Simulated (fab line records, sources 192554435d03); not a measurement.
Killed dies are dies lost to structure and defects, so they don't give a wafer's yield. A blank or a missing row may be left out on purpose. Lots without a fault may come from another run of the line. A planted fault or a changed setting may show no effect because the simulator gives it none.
Split-lot experiment | flow n5_finfet | 7 lots, 39 wafers read, on a route of 1938 steps

THE SPLIT
At N5_MOL_CONTACT_COAG_VIA_ETCH_46 (etches SiO2 in C4F6/O2, target depth 46 nm, overetch 9.2 nm, time 40 s), the setting target_depth_a was moved away from the recipe's 460 angstrom on 6 of the 39 wafers read, by -52.0% to -18.7%. The other wafers ran this setting at the recipe's value.

FROM THE SPLIT TO THE READING: what the file shows between them, 1 step
- N5_MOL_CONTACT_COAG_STRIP_96: strips in N2/H2

THE READING
etch.over_etch_s (the simulator's own value, which no gauge read), in s, at N5_MOL_CONTACT_COAG_ETCH_47 (etches SiNx in CH3F/O2, stops on W, target depth 27 nm). The file gives no usual value for it. The 33 wafers here that ran the recipe average 5.227 s, standard deviation 0.1 s.

wafer  | tool, chamber at the split | target_depth_a as run, angstrom | against the recipe | etch.over_etch_s, s | against lot-mates on the recipe
L075.1 | rie_diel-06, 0             | 460                             | recipe             | 5.249               | -
L075.2 | rie_diel-06, 1             | 460                             | recipe             | 5.053               | -
L075.3 | rie_diel-06, 3             | 460                             | recipe             | 5.285               | -
L075.4 | rie_diel-06, 2             | 460                             | recipe             | 5.112               | -
L075.5 | rie_diel-06, 0             | 460                             | recipe             | 5.226               | -
L075.6 | rie_diel-06, 1             | 460                             | recipe             | 5.09                | -
L079.1 | rie_diel-06, 0             | 460                             | recipe             | 5.182               | -
L079.2 | rie_diel-06, 2             | 460                             | recipe             | 5.169               | -
L079.3 | rie_diel-06, 1             | 460                             | recipe             | 5.076               | -
L079.4 | rie_diel-06, 3             | 460                             | recipe             | 5.269               | -
L079.5 | rie_diel-06, 2             | 460                             | recipe             | 5.121               | -
L079.6 | rie_diel-06, 1             | 460                             | recipe             | 5.078               | -
L082.1 | rie_diel-06, 2             | 460                             | recipe             | 5.222               | -
L082.2 | rie_diel-06, 3             | 460                             | recipe             | 5.289               | -
L082.3 | rie_diel-06, 0             | 460                             | recipe             | 5.312               | -
L082.4 | rie_diel-06, 3             | 460                             | recipe             | 5.339               | -
L082.5 | rie_diel-06, 0             | 460                             | recipe             | 5.276               | -
L082.6 | rie_diel-06, 2             | 460                             | recipe             | 5.204               | -
L088.1 | rie_diel-04, 0             | 460                             | recipe             | 5.383               | -
L088.2 | rie_diel-04, 2             | 460                             | recipe             | 5.156               | -
L088.3 | rie_diel-04, 3             | 460                             | recipe             | 5.222               | -
L088.4 | rie_diel-04, 1             | 460                             | recipe             | 5.371               | -
L088.5 | rie_diel-04, 1             | 460                             | recipe             | 5.292               | -
L088.6 | rie_diel-04, 0             | 460                             | recipe             | 5.418               | -
L092.1 | rie_diel-06, 2             | 460                             | recipe             | 5.16                | -
L092.2 | rie_diel-06, 1             | 460                             | recipe             | 5.129               | -
L092.3 | rie_diel-06, 3             | 374.2                           | -18.7%             | 5.09                | -0.101
L092.4 | rie_diel-06, 0             | 460                             | recipe             | 5.283               | -
L092.5 | rie_diel-06, 1             | 374.2                           | -18.7%             | 5.1                 | -0.091
L092.6 | rie_diel-06, 0             | 374.2                           | -18.7%             | 5.228               | +0.037
L093.1 | rie_diel-04, 0             | 460                             | recipe             | 5.425               | -
L093.3 | rie_diel-04, 1             | 460                             | recipe             | 5.227               | -
L093.6 | rie_diel-04, 0             | 460                             | recipe             | 5.365               | -
L094.1 | rie_diel-06, 2             | 460                             | recipe             | 5.201               | -
L094.2 | rie_diel-06, 3             | 460                             | recipe             | 5.068               | -
L094.3 | rie_diel-06, 1             | 220.7                           | -52.0%             | 0                   | -5.168
L094.5 | rie_diel-06, 0             | 220.7                           | -52.0%             | 0                   | -5.168
L094.6 | rie_diel-06, 3             | 220.7                           | -52.0%             | 0                   | -5.168
L094.4 | rie_diel-06, 0             | 460                             | recipe             | 5.234               | -

THE FIT
A straight line over all 39 wafers: etch.over_etch_s changes by +0.0916 s for each +1% of target_depth_a; r = +0.94; the points scatter about the line by 0.48 s.
The same after taking each lot's own level away (the mean of its wafers on the recipe; 39 wafers): +0.0904 s for each +1%; r = +0.94; scatter 0.48 s.
On that fit, the largest move of target_depth_a shifts the reading by 4.7 s.
The lots' own levels span 5.1492 to 5.3390 s, that is 1.8 times the standard deviation above.
So the lot-to-lot level changes the slope little: the two slopes agree.
Check: with one of the wafers moved furthest among these (-52.0%) left out of the fit, the line predicts -4.38 s for it against its lot-mates. It came out at -5.17 s against them.

OTHER SPLITS ON THESE WAFERS
These wafers also went through other splits before the reading. Each is held against what the fit with the lots' levels taken away leaves over:
other split on the same wafers          | wafers away from the commonest value | r with etch.over_etch_s (lot level and that fit taken away)
N5_ZERO_LAYER_DEVELOP_10 develop_time_s | 18                                   | +0.11
N5_FIN_SAQP_HM_DEP_72 target_thk_a      | 18                                   | -0.03
N5_STI_FIN_REVEAL_ALD_00 target_thk_a   | 15                                   | +0.37
N5_HKMG_FIN_ALD_21 ald_cycles           | 15                                   | -0.17

THE WHOLE CHAIN: every reading that the file lists as answering this split, in the file's order
step                            | what it does                                                           | reading                                                                                 | change (the file's fit)                | r (the file's)
N5_MOL_CONTACT_COAG_VIA_ETCH_46 | etches SiO2 in C4F6/O2, target depth 46 nm, overetch 9.2 nm, time 40 s | etch.depth_nm (the simulator's own value, which no gauge read)                          | +0.253 nm for each +1% of the setting  | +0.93
N5_MOL_CONTACT_COAG_VIA_ETCH_46 | etches SiO2 in C4F6/O2, target depth 46 nm, overetch 9.2 nm, time 40 s | SOC_of_MOL_CONTACT_COAG_COAT_75.thk_nm (the simulator's own value, which no gauge read) | -0.0538 nm for each +1% of the setting | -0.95
N5_MOL_CONTACT_COAG_ETCH_47     | etches SiNx in CH3F/O2, stops on W, target depth 27 nm                 | etch.over_etch_s (the simulator's own value, which no gauge read)                       | +0.0883 s for each +1% of the setting  | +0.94

THE FILE'S OWN FIT
etch.over_etch_s changes by +0.0883 s for each +1% of target_depth_a, r = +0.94.
